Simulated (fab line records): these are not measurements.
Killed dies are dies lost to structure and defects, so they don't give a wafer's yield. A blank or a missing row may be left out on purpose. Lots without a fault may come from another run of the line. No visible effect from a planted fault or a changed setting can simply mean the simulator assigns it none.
Matching of chambers | flow nand harc | NHARC_A_BLC_STRIP_21 on rie diel-07 has 4 sister chambers
The step strips in O2. 4 wafers are shown with their chamber, then 12 later ones without.

WAFERS WITH THEIR CHAMBER
wafer  | chamber | showerhead plenum p Torr (Torr)
L092.3 | 3       | 3.71
L091.2 | 1       | 3.41
L091.3 | 0       | 3.37
L091.4 | 2       | 3.30

WAFERS MISSING THEIR CHAMBER
wafer  | showerhead plenum p Torr (Torr)
L094.2 | 3.41
L094.3 | 3.71
L094.4 | 3.30
L093.1 | 3.41
L093.3 | 3.71
L093.6 | 3.30
L097.1 | 3.37
L097.4 | 3.71
L097.6 | 3.41
L096.1 | 3.40
L096.3 | 3.71
L096.5 | 3.37

WHICH CHAMBER EACH WENT THROUGH
wafer  | from the rows above | in truth
L094.2 | 1                   | 1
L094.3 | 3                   | 3
L094.4 | 2                   | 2
L093.1 | 1                   | 1
L093.3 | 3                   | 3
L093.6 | 2                   | 2
L097.1 | 0                   | 0
L097.4 | 3                   | 3
L097.6 | 1                   | 1
L096.1 | 1                   | 1
L096.3 | 3                   | 3
L096.5 | 0                   | 0
Correct placement for 12 of the 12. Not placeable from these rows: 0. Number placed wrongly: 0.
How it was worked out, from the rows above alone: a wafer's distance from a chamber is the root of the sum, over the readings, of the square of ((its reading less the chamber's mean) divided by the reading's scatter). If the next closest chamber is less than 2 further off than the closest, the wafer can't be placed; otherwise it belongs to the closest. A chamber's mean is the mean of its shown wafers. The scatter: with one shown wafer a chamber, the root of the mean of the squares of how far each hidden wafer lies from its nearest shown one.
